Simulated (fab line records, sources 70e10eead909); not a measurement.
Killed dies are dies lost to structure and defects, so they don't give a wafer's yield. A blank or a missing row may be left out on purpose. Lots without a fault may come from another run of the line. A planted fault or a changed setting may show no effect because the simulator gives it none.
Which tool did it? | flow nand_harc | 12 lots, 36 wafers sampled, at 3 steps of a route of 1302

WHAT THE GAUGES READ, wafer by wafer
NHARC_A_SGD_CUT_CD_MEAS_09: target cd 100 nm.
lot  | measured     | on        | cd_nm (nm)
L075 | day 19 13:58 | cd_sem-02 | 99.1 99.8 99.9
L078 | day 20 17:36 | cd_sem-03 | 100.0 99.6 99.7
L079 | day 20 17:26 | cd_sem-02 | 99.2 100.0 99.0
L081 | day 22 10:49 | cd_sem-01 | 99.0 99.2 98.6
L083 | day 23 09:09 | cd_sem-02 | 98.5 99.6 98.7
L085 | day 23 18:56 | cd_sem-01 | 99.3 99.6 99.7
L088 | day 24 17:07 | cd_sem-01 | 99.4 98.6 99.6
L091 | day 25 12:11 | cd_sem-03 | 99.0 98.7 98.7
L090 | day 25 21:23 | cd_sem-03 | 99.9 99.4 99.9
L093 | day 26 18:19 | cd_sem-01 | 99.5 100.2 101.1
L095 | day 27 14:52 | cd_sem-02 | 99.4 99.8 99.8
L097 | day 28 16:11 | cd_sem-03 | 98.8 99.2 99.4

WHICH TOOL RAN EACH LOT (tool, then ch and the chambers of the sampled wafers, then the start)
lot  | NHARC_A_STAIRCASE_ETCH_273                    | NHARC_A_STAIRCASE_DEP_471
L075 | rie_diel-02 ch 1,2,3, day 19 12:34 or earlier | pecvd-02 ch 1,2, day 19 12:34
L078 | rie_diel-09 ch 0,2,3, day 20 16:11 or earlier | pecvd-04 ch 0,1,2, day 20 16:11
L079 | rie_diel-09 ch 1,2, day 20 16:01 or earlier   | pecvd-02 ch 0,1,2, day 20 16:01
L081 | rie_diel-09 ch 0,1,2, day 22 09:32 or earlier | pecvd-03 ch 0,1,2, day 22 09:32
L083 | rie_diel-12 ch 2,3, day 23 07:46 or earlier   | pecvd-02 ch 0,1, day 23 07:46
L085 | rie_diel-09 ch 0,2, day 23 17:39 or earlier   | pecvd-02 ch 0,1,2, day 23 17:39
L088 | rie_diel-09 ch 0,1,2, day 24 15:43 or earlier | pecvd-02 ch 1,2, day 24 15:43
L091 | rie_diel-02 ch 0,1, day 25 10:55 or earlier   | pecvd-03 ch 0,1,2, day 25 10:55
L090 | rie_diel-09 ch 0,1, day 25 20:02 or earlier   | pecvd-03 ch 0,1, day 25 20:02
L093 | rie_diel-09 ch 1,2, day 26 16:56 or earlier   | pecvd-03 ch 0,1,2, day 26 16:56
L095 | rie_diel-09 ch 0,1,2, day 27 13:37 or earlier | pecvd-03 ch 0,2, day 27 13:37
L097 | rie_diel-12 ch 0,1,3, day 28 14:46 or earlier | pecvd-03 ch 0,2, day 28 14:46
- NHARC_A_STAIRCASE_ETCH_273: etches the open film in C4F8/O2/Ar, target depth 10200 nm, time 2468.6 s.
- NHARC_A_STAIRCASE_DEP_471: deposits SiO2, target thk 100 nm.

THE ANSWER, worked out from the rows above alone
Rule: what is usual is taken from the lots themselves. Put in order of their means at a reading, lots are off if they are a third of the lots or fewer, leave a main group of 4 or more, and stand apart from it by a gap of 3 or more times the standard deviation of the main group's means; of several such gaps the widest counts. A main group whose means are all the same, to the digits that the tables above print for the reading, isn't used. A lot without any number at a reading at which 4 lots or more have one is off too. The other lots that the step has rows for count as sound.
No lot is off at any reading shown: from this, nothing can be told.

WHAT THE SIMULATOR HAD PUT IN
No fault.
